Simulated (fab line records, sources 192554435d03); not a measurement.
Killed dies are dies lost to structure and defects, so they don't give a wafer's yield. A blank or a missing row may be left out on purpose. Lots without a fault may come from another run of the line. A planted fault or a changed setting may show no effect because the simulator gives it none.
fab line records | flow n5_finfet
record lots=11 wafers=33 last_day=17
route steps=1938 shown BEOL_M12@1622
lots that met no fault: from a run of the same line without faults
start_h: hours from the record's first day to the start of the lot's first wafer shown | wait_h: hours since the lot's step before | " the same as in the row above | L1.1+2: a row that stands for several wafers | - no value, or no start given | * or withheld: withheld | < > ~ a bound
route shown NAME@n: a module of which the file shows steps, and the number in the route of the first | usual: mean/standard deviation of fault-free wafers | same: alike in all rows | chamber/n: place in a boat | sites: the reading at each site | _std_site: their standard deviation | _edge_site: outer sites' mean less inner sites' | radius_mm: how far each site lies from the wafer's centre | mask NAME#n: copy n | behind: the tool/chamber that last shaped the wafer | hold: why the lot was held/for how many hours/how that ended | device: the transistor (n, p or np) that didn't switch | end of line: the same wafers' tests at the end of the route | a step without rows: its recipe alone | killed: dies lost to structure and defects at the first sort, not the wafer's yield | map: a wafer's dies, x killed, . not, _ none there
set.NAME: the setting as run; set.NAME@STEP: as run at that earlier step | model.NAME: the simulator's own value behind a step, which no gauge read
steps of the route over a sample of lots; a table a step, a row a wafer
services: from which hour (start_h, from the record's first day; less than 0 if before it) a tool's chamber was out of use, for how many hours, and why
## steps
# step N5_BEOL_M12_CD_MEAS_17
# recipe target_cd_nm=140 polarity=opening
# usual cd_nm=141.0/1.4
# columns lot.wafer tool chamber start_h wait_h cd_nm
L570.2 cd_sem-01 - 232.82 0.0 139.6
L570.3 " - " " 140.4
L570.6 " - " " 139.8
L575.4 cd_sem-01 - 281.79 0.0 141.5
L575.5 " - " " 139.5
L575.6 " - " " 140.5
L576.2 cd_sem-03 - 286.27 0.0 141.8
L576.3 " - " " 142.9
L576.6 " - " " 140.6
L577.1 cd_sem-03 - 289.74 0.0 140.5
L577.2 " - " " 141.5
L577.4 " - " " 141.2
L580.2 cd_sem-03 - 290.02 0.0 140.6
L580.3 " - " " 138.8
L580.5 " - " " 141.1
L578.1 cd_sem-03 - 297.49 0.0 139.4
L578.2 " - " " 140.2
L578.3 " - " " 141.3
L579.2 cd_sem-01 - 298.36 0.0 143.8
L579.3 " - " " 140.5
L579.4 " - " " 139.7
L581.2 cd_sem-03 - 304.84 0.0 140.7
L581.3 " - " " 140.9
L581.6 " - " " 139.7
L588.1 cd_sem-02 - 354.91 0.0 139.7
L588.2 " - " " 143.4
L588.6 " - " " 143.3
L590.2 cd_sem-02 - 361.85 0.0 140.4
L590.4 " - " " 141.4
L590.5 " - " " 138.4
L587.3 cd_sem-03 - 362.88 0.0 141.5
L587.4 " - " " 141.3
L587.6 " - " " 142.2
# step N5_BEOL_M12_OVL_MEAS_29
# recipe points_per_wafer=44
# usual M12_OVL=2/5.1
# columns lot.wafer tool chamber start_h wait_h M12_OVL[nm]
L570.2 overlay-02 0 233.18 0.0 -8
L570.3 " 0 " " -4
L570.6 " 0 " " -1
L575.4 overlay-01 0 282.15 0.0 9
L575.5 " 0 " " 3
L575.6 " 0 " " 2
L576.2 overlay-02 0 286.62 0.0 1
L576.3 " 0 " " 6
L576.6 " 0 " " 7
L577.1 overlay-02 0 290.10 0.0 3
L577.2 " 0 " " 7
L577.4 " 0 " " 1
L580.2 overlay-02 0 290.50 0.0 -4
L580.3 " 0 " " -5
L580.5 " 0 " " 0
L578.1 overlay-02 0 297.84 0.0 -3
L578.2 " 0 " " 8
L578.3 " 0 " " -5
L579.2 overlay-01 0 298.84 0.0 2
L579.3 " 0 " " 7
L579.4 " 0 " " 3
L581.2 overlay-02 0 305.32 0.0 -2
L581.3 " 0 " " 1
L581.6 " 0 " " -5
L588.1 overlay-01 0 355.40 0.0 9
L588.2 " 0 " " 3
L588.6 " 0 " " 7
L590.2 overlay-02 0 362.33 0.0 5
L590.4 " 0 " " 1
L590.5 " 0 " " -2
L587.3 overlay-01 0 363.36 0.0 6
L587.4 " 0 " " 2
L587.6 " 0 " " -1
# step N5_BEOL_M12_ETCH_67
# recipe chemistry=CF4 target=SiARC target_depth_a=1430 time_s=238.3 ion_energy_ev=80 pressure_mtorr=40 source_w=545 bias_w=36 Ar_flow_sccm=100 cf4_flow_sccm=100 ends=cleared
# usual bias_w=36.01/0.096 drypump_motor_current_A=5.6/0.55 etch_rf_on_time_s=236/4.1 oes_product_au=0.71/0.066 rf_vpp_V=184.0/1.1 showerhead_plenum_p_Torr=2.15/0.059 throttle_valve_pct=15.49/0.18
# columns lot.wafer tool chamber start_h wait_h bias_w drypump_motor_current_A etch_rf_on_time_s oes_product_au rf_hours_counter_h rf_vpp_V showerhead_plenum_p_Torr throttle_valve_pct
L570.2 rie_diel-04 3 233.61 0.0 35.91 5.5 235 0.67 130 183.3 2.15 15.65
L570.3 " 1 " " 35.95 5.5 238 0.60 219 183.8 2.11 15.76
L570.6 " 3 " " 35.97 5.5 234 0.66 - 183.4 2.15 15.64
L575.4 rie_diel-02 2 282.24 0.0 35.98 5.0 236 0.66 132 183.2 2.14 15.81
L575.5 " 1 " " 35.89 6.7 235 0.76 - 183.5 2.08 15.39
L575.6 " 2 " " 35.88 4.9 234 0.66 - 183.9 2.14 15.81
L576.2 rie_diel-02 2 286.88 0.0 35.87 5.0 237 0.66 134 184.3 2.14 15.80
L576.3 " 1 " " 36.11 6.7 236 0.75 54 182.4 2.08 15.40
L576.6 " 1 " " 36.09 6.7 238 0.75 - 183.6 2.08 15.41
L577.1 rie_diel-04 0 290.38 0.0 36.02 6.2 236 0.67 99 184.0 2.16 15.20
L577.2 " 3 " " 36.07 5.5 239 0.63 155 184.5 2.14 15.66
L577.4 " 2 " " 36.02 5.2 232 0.72 - 184.9 2.16 15.39
L580.2 rie_diel-02 0 290.82 0.0 36.13 5.0 163 0.95 30 184.1 2.27 15.50
L580.3 " 2 " " 35.98 5.0 235 0.67 136 184.6 2.14 15.82
L580.5 " 0 " " 35.93 5.0 163 0.95 - 185.4 2.27 15.50
L578.1 rie_diel-02 3 297.94 0.0 35.86 5.9 230 0.73 76 184.8 2.25 15.40
L578.2 " 0 " " 35.95 5.0 159 0.96 33 186.0 2.27 15.50
L578.3 " 1 " " 36.19 6.7 229 0.76 58 183.0 2.08 15.40
L579.2 rie_diel-06 1 299.00 0.0 36.08 5.3 240 0.71 56 184.4 2.17 15.59
L579.3 " 3 " " 35.89 5.0 230 0.83 14 184.2 2.10 15.39
L579.4 " 2 " " 36.14 6.1 240 0.68 - 183.0 2.07 15.56
L581.2 rie_diel-02 2 305.60 0.0 35.90 4.9 238 0.65 141 185.0 2.14 15.82
L581.3 " 0 " " 36.13 5.0 162 0.94 36 185.7 2.27 15.51
L581.6 " 0 " " 36.02 5.0 161 0.94 - 185.6 2.27 15.53
L588.1 rie_diel-04 0 355.57 0.0 36.06 6.2 234 0.66 126 184.2 2.15 15.26
L588.2 " 1 " " 36.03 5.4 227 0.82 6 183.5 2.10 15.32
L588.6 " 0 " " 36.00 6.2 232 0.66 - 184.8 2.15 15.27
L590.2 rie_diel-06 2 362.67 0.0 35.82 6.1 243 0.65 118 183.4 2.07 15.63
L590.4 " 1 " " 35.84 5.3 241 0.69 79 183.1 2.16 15.65
L590.5 " 0 " " 36.00 5.8 235 0.79 - 184.8 2.10 15.28
L587.3 rie_diel-04 1 363.91 0.0 36.13 5.5 230 0.81 9 183.2 2.10 15.34
L587.4 " 0 " " 36.09 6.3 236 0.65 130 184.2 2.15 15.27
L587.6 " 3 " " 36.14 5.5 237 0.62 - 183.5 2.13 15.75
# step N5_BEOL_M12_SPUTTER_45
# recipe material=Cu target_thk_a=800 temp_c=-20 bias_v=60 power_w=26000 chamber_pressure_pa=0.13 time_s=13.33
# usual bias_v=59.9/0.63 chamber_pressure_pa=0.13/0.00027 throttle_valve_pct=30.1/0.41
# same time_s=13.33
# columns lot.wafer tool chamber start_h wait_h bias_v chamber_pressure_pa throttle_valve_pct
L570.2 pvd_sputter-01 - 236.51 0.0 59.6 0.12992 31.1
L570.3 " - " " 60.9 0.13003 29.8
L570.6 " - " " 59.3 0.12997 30.0
L575.4 pvd_sputter-03 - 284.03 0.0 59.4 0.12997 29.5
L575.5 " - " " 59.8 0.12966 29.6
L575.6 " - " " 58.7 0.12982 29.8
L576.2 pvd_sputter-02 - 289.10 0.0 60.3 0.13039 30.0
L576.3 " - " " 59.8 0.13019 30.1
L576.6 " - " " 59.4 0.12996 30.2
L577.1 pvd_sputter-03 - 293.86 0.0 60.5 0.13046 30.2
L577.2 " - " " 60.0 0.13001 29.7
L577.4 " - " " 59.9 0.12961 29.9
L580.2 pvd_sputter-03 - 294.62 0.0 59.4 0.13065 30.0
L580.3 " - " " 59.6 0.13001 29.7
L580.5 " - " " 60.7 0.12977 30.1
L578.1 pvd_sputter-03 - 299.44 0.0 59.6 0.1299 30.1
L578.2 " - " " 60.2 0.12981 29.8
L578.3 " - " " 60.4 0.12959 29.9
L579.2 pvd_sputter-03 - 300.54 0.0 61.6 0.12936 29.8
L579.3 " - " " 60.0 0.12996 30.0
L579.4 " - " " 59.8 0.13 30.5
L581.2 pvd_sputter-02 - 312.79 0.0 60.0 0.13041 30.6
L581.3 " - " " 58.1 0.13023 30.2
L581.6 " - " " 59.8 0.13026 30.3
L588.1 pvd_sputter-03 - 359.03 0.0 61.0 0.13025 30.1
L588.2 " - " " 59.2 0.1301 29.6
L588.6 " - " " 59.7 0.13018 30.5
L590.2 pvd_sputter-01 - 364.05 0.0 59.1 0.13021 30.0
L590.4 " - " " 59.1 0.13013 30.9
L590.5 " - " " 60.2 0.13024 29.9
L587.3 pvd_sputter-01 - 367.21 0.0 59.2 0.12979 29.6
L587.4 " - " " 60.1 0.13006 29.7
L587.6 " - " " 59.9 0.13034 30.1
## services
# columns tool chamber start_h hours kind
rie_diel-02 - 217.41 0.9 repair
rie_diel-02 - 221.67 28.1 pm
rie_diel-06 3 240.20 - clean
rie_diel-06 3 240.20 - consumable_replace:focus_ring
rie_diel-06 3 240.20 19.6 scheduled_down
rie_diel-06 3 240.20 19.6 vent_cycle
rie_diel-04 1 283.96 9.8 repair
rie_diel-06 0 291.93 - clean
rie_diel-06 0 291.93 - consumable_replace:focus_ring
rie_diel-06 0 291.93 14.4 scheduled_down
rie_diel-06 0 291.93 14.4 vent_cycle
rie_diel-04 2 306.92 9.3 repair
rie_diel-04 1 322.19 - clean
rie_diel-04 1 322.19 - consumable_replace:focus_ring
rie_diel-04 1 322.19 16.8 scheduled_down
rie_diel-04 1 322.19 16.8 vent_cycle
pvd_sputter-03 - 338.38 2.8 repair
rie_diel-02 0 360.62 1.7 repair
## key
first_sign step=N5_BEOL_M12_ETCH_67 reading=etch_rf_on_time_s direction=down sigmas=18 usual=* struck=*
effect step=N5_BEOL_M12_ETCH_67 reading=oes_product_au direction=up sigmas=3.6 usual=0.71 struck=0.95
met_at N5_BEOL_M12_ETCH_67
struck_lots L578,L580,L581
struck_wafers L578.2,L580.2,L580.5,L581.3,L581.6
not_acting_at N5_BEOL_M12_CD_MEAS_17,N5_BEOL_M12_OVL_MEAS_29,N5_BEOL_M12_SPUTTER_45
fault kind=process_parameter_drift tool=rie_diel-02 chamber=0 onset_h=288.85 steps=N5_BEOL_M12_ETCH_67 channel=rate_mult offset=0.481 shape=step end_h=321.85
